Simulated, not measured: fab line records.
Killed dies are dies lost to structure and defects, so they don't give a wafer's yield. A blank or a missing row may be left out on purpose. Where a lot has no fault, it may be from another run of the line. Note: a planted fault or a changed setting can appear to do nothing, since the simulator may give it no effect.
fab line records	flow nandHarc	part 1 of 2: steps 1 to 8 of 9
[record] lots = 10	wafers = 30	lastDay = 24
route steps=1159 shown A_ONON_D1@449 A_CHANNEL_HOLE_D1@459 END@1159
lots untouched by any fault: they come from a run of this same line in which no faults occurred
startH: the number of hours between the record's first day and the start of the first shown wafer of the lot	waitH: hours since the lot's step before	" same as the row above	L1.1+2: a single row standing in for several wafers	- no value, or no start was given	* or withheld: withheld	< > ~ a bound
route shown NAME@n: names a module that has steps shown in the file, with the first one's number in the route	usual: mean/standard deviation taken from wafers without a fault	same: alike in all rows	chamber/n: place in a boat	sites: per-site readings	_std_site: standard deviation of those values	_edge_site: outer sites' mean less inner sites'	radiusMm: how far each site lies from the wafer's centre	mask NAME#n: copy n	behind: the most recent tool/chamber to have shaped the wafer	hold: what put the lot on hold/how long, in hours/how the hold closed	device: whichever transistor did not switch (one of n, p or np)	end of line: the route-end tests of the same wafers	a step given without rows: its recipe and nothing more	killed: at the first sort, the dies lost to defects and structure; wafer yield is something else	map: the dies of a wafer, with x for killed, . for not killed, _ for no die there
set.NAME: the setting as run; set.NAME@STEP: as run at that earlier step	model.NAME: the simulator's own value behind a step, which no gauge read
one table for each step of the route and one row for each wafer, over a sample of lots
services: from which hour (startH, from the record's first day; less than 0 if before it) a tool's chamber was out of use, for how many hours, and why
[[steps]]
[step NHARC_A_ONON_D1_INSPECT_32]
[usual] rawDefectCount = 74/21
lot.wafer	tool	chamber	startH	waitH	rawDefectCount
L972.1	defectInspect-01	-	165.45	0.0	50
L972.5	"	-	"	"	67
L972.6	"	-	"	"	76
L974.4	defectInspect-01	-	185.29	0.0	62
L974.5	"	-	"	"	45
L974.6	"	-	"	"	58
L973.1	defectInspect-01	-	185.50	0.0	73
L973.3	"	-	"	"	82
L973.6	"	-	"	"	72
L975.1	defectInspect-01	-	191.30	0.0	35
L975.4	"	-	"	"	59
L975.6	"	-	"	"	65
L980.1	defectInspect-01	-	217.65	0.1	82
L980.4	"	-	"	"	106
L980.6	"	-	"	"	100
L983.1	defectInspect-01	-	246.92	0.0	77
L983.2	"	-	"	"	73
L983.3	"	-	"	"	73
L989.4	defectInspect-02	-	268.64	0.0	94
L989.5	"	-	"	"	66
L989.6	"	-	"	"	78
L991.2	defectInspect-02	-	280.63	0.0	59
L991.3	"	-	"	"	62
L991.4	"	-	"	"	42
L992.1	defectInspect-02	-	291.03	0.0	73
L992.2	"	-	"	"	75
L992.5	"	-	"	"	110
L993.1	defectInspect-01	-	291.10	0.0	156
L993.3	"	-	"	"	73
L993.6	"	-	"	"	51
[step NHARC_A_CHANNEL_HOLE_D1_EXPOSE_07]
[recipe] na = 1.35	targetCdNm = 100	sigmaOuter = 0.3	doseMj = 59.65	maskId = HOLE_D1
[usual] exposureDoseMJCm2 = 59.63/0.069
lot.wafer	tool	chamber	startH	waitH	mask	exposureDoseMJCm2
L972.1	arfiScanner-02	0	171.35	-	HOLE_D1#0	59.65
L972.5	"	0	"	"	HOLE_D1#0	59.63
L972.6	"	0	"	"	HOLE_D1#0	59.60
L974.4	arfiScanner-01	0	187.97	-	HOLE_D1#0	59.59
L974.5	"	0	"	"	HOLE_D1#0	59.62
L974.6	"	0	"	"	HOLE_D1#0	59.62
L973.1	arfiScanner-03	0	188.26	-	HOLE_D1#0	59.69
L973.3	"	0	"	"	HOLE_D1#0	59.70
L973.6	"	0	"	"	HOLE_D1#0	59.73
L975.1	arfiScanner-02	0	193.87	-	HOLE_D1#0	59.77
L975.4	"	0	"	"	HOLE_D1#0	59.69
L975.6	"	0	"	"	HOLE_D1#0	59.64
L980.1	arfiScanner-01	0	221.84	-	HOLE_D1#0	48.70
L980.4	"	0	"	"	HOLE_D1#0	48.64
L980.6	"	0	"	"	HOLE_D1#0	48.68
L983.1	arfiScanner-01	0	251.53	-	HOLE_D1#0	52.53
L983.2	"	0	"	"	HOLE_D1#0	52.53
L983.3	"	0	"	"	HOLE_D1#0	52.55
L989.4	arfiScanner-02	0	271.48	-	HOLE_D1#0	59.63
L989.5	"	0	"	"	HOLE_D1#0	59.68
L989.6	"	0	"	"	HOLE_D1#0	59.65
L991.2	arfiScanner-02	0	284.15	-	HOLE_D1#0	59.54
L991.3	"	0	"	"	HOLE_D1#0	59.52
L991.4	"	0	"	"	HOLE_D1#0	59.55
L992.1	arfiScanner-02	0	293.64	-	HOLE_D1#0	59.63
L992.2	"	0	"	"	HOLE_D1#0	59.55
L992.5	"	0	"	"	HOLE_D1#0	59.55
L993.1	arfiScanner-03	0	293.79	-	HOLE_D1#0	59.67
L993.3	"	0	"	"	HOLE_D1#0	59.65
L993.6	"	0	"	"	HOLE_D1#0	59.63
[step NHARC_A_CHANNEL_HOLE_D1_CD_MEAS_10]
[recipe] targetCdNm = 100	landingEnergyEv = 500
[usual] cdNm = 100.1/0.71
lot.wafer	tool	chamber	startH	waitH	cdNm
L972.1	cdSem-03	0	171.49	-	100.5
L972.5	"	0	"	"	100.3
L972.6	"	0	"	"	100.6
L974.4	cdSem-03	0	188.10	-	100.1
L974.5	"	0	"	"	100.5
L974.6	"	0	"	"	100.1
L973.1	cdSem-02	0	188.40	-	99.8
L973.3	"	0	"	"	99.2
L973.6	"	0	"	"	100.0
L975.1	cdSem-01	0	194.01	-	99.8
L975.4	"	0	"	"	99.9
L975.6	"	0	"	"	100.3
L980.1	cdSem-01	0	221.97	-	89.7
L980.4	"	0	"	"	89.3
L980.6	"	0	"	"	90.6
L983.1	cdSem-02	0	251.67	-	94.1
L983.2	"	0	"	"	94.6
L983.3	"	0	"	"	94.0
L989.4	cdSem-01	0	271.61	-	100.9
L989.5	"	0	"	"	100.5
L989.6	"	0	"	"	99.3
L991.2	cdSem-01	0	284.29	-	100.2
L991.3	"	0	"	"	100.2
L991.4	"	0	"	"	99.5
L992.1	cdSem-01	0	293.78	-	100.6
L992.2	"	0	"	"	101.2
L992.5	"	0	"	"	100.3
L993.1	cdSem-02	0	293.93	-	99.4
L993.3	"	0	"	"	98.9
L993.6	"	0	"	"	99.6
[step NHARC_A_CHANNEL_HOLE_D1_DESCUM_15]
[recipe] timeS = 3	o2FlowSccm = 200	arFlowSccm = 0	biasPowerW = 0	chemistry = O2
[usual] drypumpMotorCurrentA = 5.7/0.44	oesProductAu = 0.996/0.013	rfVppV = 57.8/0.88	showerheadPlenumPTorr = 1.93/0.053	throttleValvePct = 11.310/0.01
lot.wafer	tool	chamber	startH	waitH	drypumpMotorCurrentA	oesProductAu	rfHoursCounterH	rfVppV	showerheadPlenumPTorr	throttleValvePct
L972.1	rieDiel-02	2	171.70	0.1	6.1	0.986	1	57.3	2.00	11.304
L972.5	"	3	"	"	6.0	1.018	-	58.1	1.87	11.302
L972.6	"	0	"	"	5.5	1.011	-	57.9	1.93	11.316
L974.5	rieDiel-10	3	188.32	0.1	6.1	1.009	-	58.2	2.00	11.301
L974.6	"	0	"	"	5.6	1.023	-	58.5	1.92	11.305
L974.4	"	1	"	"	6.5	0.996	-	59.4	1.88	11.311
L973.1	rieDiel-02	2	188.59	0.1	6.1	0.986	3	60.0	2.00	11.323
L973.3	"	0	"	"	5.5	1.010	3	57.7	1.93	11.313
L973.6	"	3	"	"	6.0	0.999	-	59.1	1.87	11.305
L975.4	rieDiel-08	1	194.20	0.1	5.7	0.989	3	57.4	1.89	11.329
L975.1	"	0	"	"	5.1	0.992	4	57.8	1.96	11.300
L975.6	"	2	"	"	5.8	0.982	-	57.8	1.92	11.307
L980.4	rieDiel-08	0	222.16	0.1	5.1	0.982	6	56.5	1.95	11.312
L980.1	"	2	"	"	5.8	0.980	6	58.9	1.92	11.328
L980.6	"	1	"	"	5.7	0.992	-	58.5	1.89	11.301
L983.3	rieDiel-10	3	251.86	0.1	6.1	0.991	7	59.1	1.99	11.301
L983.2	"	0	"	"	5.6	0.989	7	58.3	1.92	11.307
L983.1	"	1	"	"	6.5	0.979	7	58.5	1.88	11.307
L989.4	rieDiel-10	3	271.79	0.1	6.1	0.993	8	57.7	1.99	11.320
L989.5	"	3	"	"	6.1	0.996	-	58.8	1.99	11.316
L989.6	"	0	"	"	5.6	0.983	-	57.0	1.92	11.314
L991.2	rieDiel-10	1	284.47	0.1	6.5	0.975	9	57.3	1.88	11.310
L991.4	"	3	"	"	6.1	1.001	10	58.6	1.99	11.321
L991.3	"	0	"	"	5.6	0.978	9	57.9	1.92	11.325
L992.1	rieDiel-08	1	293.98	0.1	5.7	0.971	11	58.3	1.89	11.301
L992.2	"	2	"	"	5.8	0.989	11	56.1	1.92	11.304
L992.5	"	3	"	"	5.0	1.014	-	58.6	2.01	11.306
L993.1	rieDiel-02	1	294.12	0.1	6.2	0.992	9	58.3	1.99	11.325
L993.3	"	2	"	"	6.1	0.991	8	57.0	2.00	11.313
L993.6	"	2	"	"	6.1	0.985	-	56.4	2.00	11.325
[step NHARC_A_CHANNEL_HOLE_D1_ETCH_16]
[recipe] targetDepthA = 31000	overEtchFrac = 0.3	timeS = 806	ionEnergyEv = 150	o2FlowSccm = 400	cosFlowSccm = 20	arFlowSccm = 0	rfW = 500	biasW = 300	chemistry = O2/COS
[usual] drypumpMotorCurrentA = 5.8/0.41	oesProductAu = 0.996/0.013	rfVppV = 314.5/1.4	showerheadPlenumPTorr = 3.15/0.079	throttleValvePct = 28.331/0.0092
lot.wafer	tool	chamber	startH	waitH	drypumpMotorCurrentA	oesProductAu	rfHoursCounterH	rfVppV	showerheadPlenumPTorr	throttleValvePct
L972.1	rieDiel-02	1	-	-	6.2	0.996	1	317.0	3.24	28.338
L972.6	"	2	"	"	6.1	0.993	-	315.3	3.26	28.312
L972.5	"	3	"	"	6.0	1.017	-	312.0	3.06	28.310
L974.6	rieDiel-10	0	-	-	5.6	1.001	-	314.9	3.13	28.328
L974.5	"	1	"	"	6.5	0.991	-	313.3	3.07	28.345
L974.4	"	3	"	"	6.1	1.001	-	316.6	3.25	28.334
L973.3	rieDiel-02	1	-	-	6.2	0.987	3	314.8	3.24	28.329
L973.1	"	2	"	"	6.1	0.988	3	316.3	3.26	28.328
L973.6	"	1	"	"	6.2	0.991	-	317.2	3.24	28.336
L975.1	rieDiel-08	1	-	-	5.7	0.993	3	313.9	3.09	28.349
L975.4	"	0	"	"	5.1	0.993	4	314.2	3.19	28.324
L975.6	"	2	"	"	5.8	0.987	-	313.2	3.13	28.326
L980.4	rieDiel-08	1	-	-	5.7	0.991	6	314.0	3.08	28.318
L980.1	"	0	"	"	5.1	0.990	6	315.8	3.19	28.333
L980.6	"	2	"	"	5.8	0.988	-	313.4	3.13	28.332
L983.1	rieDiel-10	0	-	-	5.6	0.981	7	314.8	3.13	28.325
L983.2	"	2	"	"	5.7	1.011	2	312.4	2.97	28.328
L983.3	"	3	"	"	6.1	1.008	7	314.0	3.25	28.310
L989.4	rieDiel-10	2	-	-	5.8	1.016	3	311.8	2.97	28.340
L989.5	"	3	"	"	6.1	1.001	-	316.4	3.25	28.325
L989.6	"	0	"	"	5.6	0.989	-	315.6	3.13	28.321
L991.4	rieDiel-10	3	-	-	6.1	0.998	10	317.0	3.25	28.344
L991.2	"	0	"	"	5.6	0.985	9	314.9	3.13	28.328
L991.3	"	1	"	"	6.5	0.993	9	312.9	3.07	28.343
L992.1	rieDiel-08	1	-	-	5.7	0.963	11	313.7	3.08	28.344
L992.2	"	2	"	"	5.8	0.982	11	312.0	3.12	28.338
L992.5	"	1	"	"	5.7	0.974	-	312.8	3.08	28.333
L993.3	rieDiel-02	0	-	-	5.5	1.018	10	315.0	3.14	28.352
L993.1	"	1	"	"	6.2	0.999	9	315.8	3.24	28.321
L993.6	"	3	"	"	6.0	1.008	-	313.0	3.05	28.332
[step NHARC_A_CHANNEL_HOLE_D1_CD_MEAS_18]
[usual] cdNm = 100.1/3
lot.wafer	tool	chamber	startH	waitH	cdNm
L972.1	cdSem-02	-	172.79	-	98.4
L972.5	"	-	"	"	99.6
L972.6	"	-	"	"	98.8
L974.4	cdSem-02	-	189.61	-	97.4
L974.5	"	-	"	"	103.6
L974.6	"	-	"	"	100.2
L973.1	cdSem-03	-	189.70	-	96.2
L973.3	"	-	"	"	98.4
L973.6	"	-	"	"	97.2
L975.1	cdSem-03	-	195.33	-	101.4
L975.4	"	-	"	"	97.8
L975.6	"	-	"	"	99.5
L980.1	cdSem-01	-	223.27	-	87.9
L980.4	"	-	"	"	93.0
L980.6	"	-	"	"	88.7
L983.1	cdSem-01	-	252.96	-	96.7
L983.2	"	-	"	"	98.6
L983.3	"	-	"	"	90.4
L989.4	cdSem-03	-	272.91	-	101.1
L989.5	"	-	"	"	94.5
L989.6	"	-	"	"	103.2
L991.2	cdSem-01	-	285.58	-	105.0
L991.3	"	-	"	"	102.8
L991.4	"	-	"	"	94.6
L992.1	cdSem-03	-	295.07	-	100.9
L992.2	"	-	"	"	100.7
L992.5	"	-	"	"	99.8
L993.1	cdSem-02	-	295.23	-	98.3
L993.3	"	-	"	"	102.2
L993.6	"	-	"	"	101.2
[step NHARC_A_CHANNEL_HOLE_D1_CD_MEAS_30]
[usual] cdNm = 89.7/2.1
lot.wafer	tool	chamber	startH	waitH	cdNm
L972.1	cdSem-01	-	180.20	-	91.1
L972.5	"	-	"	"	89.8
L972.6	"	-	"	"	93.5
L974.4	cdSem-01	-	195.21	-	88.4
L974.5	"	-	"	"	89.6
L974.6	"	-	"	"	91.0
L973.1	cdSem-02	-	199.46	-	92.2
L973.3	"	-	"	"	85.5
L973.6	"	-	"	"	89.8
L975.1	cdSem-01	-	200.94	-	88.1
L975.4	"	-	"	"	90.7
L975.6	"	-	"	"	92.5
L980.1	cdSem-02	-	231.34	-	79.1
L980.4	"	-	"	"	78.0
L980.6	"	-	"	"	78.3
L983.1	cdSem-02	-	261.22	-	84.2
L983.2	"	-	"	"	82.2
L983.3	"	-	"	"	84.4
L989.4	cdSem-02	-	278.83	-	90.6
L989.5	"	-	"	"	88.3
L989.6	"	-	"	"	93.1
L991.2	cdSem-02	-	291.34	-	92.2
L991.3	"	-	"	"	88.0
L991.4	"	-	"	"	91.2
L992.1	cdSem-03	-	300.67	-	90.8
L992.2	"	-	"	"	92.3
L992.5	"	-	"	"	90.1
L993.1	cdSem-03	-	301.01	-	89.6
L993.3	"	-	"	"	89.9
L993.6	"	-	"	"	90.9
[step NHARC_A_CHANNEL_HOLE_D1_XSEM_31]
[recipe] landingEnergyEv = 35000
[usual] botCdNm = 74.2/2.2	bowNm = 8.6/0.3	tiltDeg = 0.08/0.05
lot.wafer	tool	chamber	startH	waitH	botCdNm	bowNm	tiltDeg
L972.1	xsem-02	0	180.29	0.1	76.3	8.4	0.04
L972.5	"	0	"	"	74.8	8.5	0.04
L972.6	"	0	"	"	78.0	8.4	0.04
L974.4	xsem-02	0	195.30	0.1	72.9	9.3	0.06
L974.5	"	0	"	"	74.1	9.2	0.06
L974.6	"	0	"	"	75.3	9.3	0.06
L973.1	xsem-02	0	199.55	0.1	78.0	8.3	0.11
L973.3	"	0	"	"	69.9	8.3	0.11
L973.6	"	0	"	"	75.2	8.4	0.11
L975.1	xsem-01	0	201.03	0.1	71.7	8.7	0.12
L975.4	"	0	"	"	74.6	8.7	0.12
L975.6	"	0	"	"	75.8	8.7	0.12
L980.1	xsem-02	0	231.43	0.1	63.7	9.1	0.04
L980.4	"	0	"	"	62.7	9.1	0.04
L980.6	"	0	"	"	63.5	9.2	0.04
L983.1	xsem-02	0	261.31	0.1	68.5	9.0	0.07
L983.2	"	0	"	"	66.3	9.1	0.07
L983.3	"	0	"	"	68.3	9.1	0.07
L989.4	xsem-02	0	278.93	0.1	76.1	8.7	0.00
L989.5	"	0	"	"	73.4	8.7	0.00
L989.6	"	0	"	"	78.7	8.8	0.00
L991.2	xsem-01	0	291.42	0.1	76.5	8.3	0.08
L991.3	"	0	"	"	72.0	8.3	0.08
L991.4	"	0	"	"	75.3	8.3	0.08
L992.1	xsem-01	0	300.75	0.1	74.8	8.6	0.07
L992.2	"	0	"	"	75.9	8.5	0.07
L992.5	"	0	"	"	75.3	8.5	0.07
L993.1	xsem-02	0	301.10	0.1	72.7	8.6	0.03
L993.3	"	0	"	"	74.8	8.6	0.03
L993.6	"	0	"	"	74.1	8.6	0.03
[[key]]
[firstSign] step = NHARC_A_CHANNEL_HOLE_D1_EXPOSE_07	reading = exposureDoseMJCm2	direction = down	sigmas = 99+	usual = 59.63	struck = 50.60
[effect] step = NHARC_A_CHANNEL_HOLE_D1_CD_MEAS_10	reading = cdNm	direction = down	sigmas = 11	usual = 100.1	struck = 92.1	through = controlLoop
[effect] step = NHARC_A_CHANNEL_HOLE_D1_CD_MEAS_18	reading = cdNm	direction = down	sigmas = 2.6	usual = 100.1	struck = 92.5	through = controlLoop
[effect] step = NHARC_A_CHANNEL_HOLE_D1_CD_MEAS_30	reading = cdNm	direction = down	sigmas = 4.2	usual = 89.7	struck = 81.1	through = controlLoop
[effect] step = NHARC_A_CHANNEL_HOLE_D1_XSEM_31	reading = botCdNm	direction = down	sigmas = 3.9	usual = 74.2	struck = 65.5	through = controlLoop
metAt NHARC_A_CHANNEL_HOLE_D1_EXPOSE_07
struckLots L980,L983
testerLeftOut L980,L983
[loopTrim] step = NHARC_A_CHANNEL_HOLE_D1_EXPOSE_07	setting = dose	lots = L983
notActingAt NHARC_A_ONON_D1_INSPECT_32,NHARC_A_CHANNEL_HOLE_D1_DESCUM_15,NHARC_A_CHANNEL_HOLE_D1_ETCH_16
onsetBetween 187.97 221.84
[fault] kind = processParameterDrift	tool = arfiScanner-01	chamber = -	onsetH = 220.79	steps = NHARC_A_CHANNEL_HOLE_D1_EXPOSE_07	channel = doseMj	offset = -10.904	shape = step	actsIn = theseRecipesOnly	stated = 59.65
// testerLeftOut: of these lots the tester's yield and bins aren't shown, on N5 and GAA mostly nor the transistor test; their killed dies are dies lost to structure and defects alone, not to doping, threshold or leakage, so they don't give the yield
// loopTrim: a control loop set the setting to another value than it would have without faults
